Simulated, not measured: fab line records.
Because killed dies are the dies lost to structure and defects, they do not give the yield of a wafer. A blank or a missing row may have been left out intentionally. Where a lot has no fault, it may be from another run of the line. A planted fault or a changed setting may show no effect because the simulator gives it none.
Chamber matching	flow nand_harc	NHARC_A_STAIRCASE_ALD_415 on ald_hk-04 has 4 sister chambers
The step deposits SiO2, target thk 30 nm, pulse time 6 s, ald cycles 300. 14 wafers are shown with their chamber, then 7 later ones without.

## EACH WAFER AND ITS CHAMBER
wafer	chamber	heater_power_w (W)	precursor_pulse_height_rel
L075.3	2	448	1.015
L075.4	3	493	0.985
L075.6	1	451	1.026
L078.1	2	445	1.018
L078.4	3	487	0.954
L078.5	3	463	0.991
L082.1	3	477	0.962
L082.4	1	460	0.998
L082.6	3	481	1.025
L084.1	0	495	0.987
L084.3	1	465	0.997
L084.5	1	467	1.006
L085.2	0	495	0.988
L085.4	3	483	1.018

SIGNATURES (means of the wafers above)
reading	chamber 0	chamber 1	chamber 2	chamber 3	scatter within a chamber
heater_power_w	495.00	460.75	446.50	480.67	8.25
precursor_pulse_height_rel	0.98750	1.00675	1.01650	0.98917	0.0216
Rule: distance of a wafer from a chamber = root of the sum over the readings of ((wafer's reading minus chamber's mean) / reading's scatter) squared. The wafer belongs to the nearest chamber; if the next one is less than 2 further off, it can't be placed. The scatter: take each reading less its chamber's mean, square it, sum over the shown wafers, divide by the number of wafers less the number of chambers, and take the root.

## WAFERS WHOSE CHAMBER IS MISSING
wafer	heater_power_w (W)	precursor_pulse_height_rel
L085.6	464	0.957
L087.2	451	0.999
L087.4	489	1.002
L087.6	462	0.983
L094.4	430	1.026
L094.5	424	1.007
L094.6	490	0.983

## WHICH CHAMBER EACH ONE RAN IN
wafer	from the rows above	in truth
L085.6	can't be placed: 1 or 3 or 2 or 0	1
L087.2	can't be placed: 2 or 1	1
L087.4	can't be placed: 0 or 3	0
L087.6	can't be placed: 1 or 3 or 2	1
L094.4	can't be placed: 2 or 1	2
L094.5	can't be placed: 2 or 1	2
L094.6	can't be placed: 0 or 3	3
Correctly placed: 0 of 7. These rows do not allow placing 7 (true chamber among the candidates in 7). Number placed wrongly: 0.
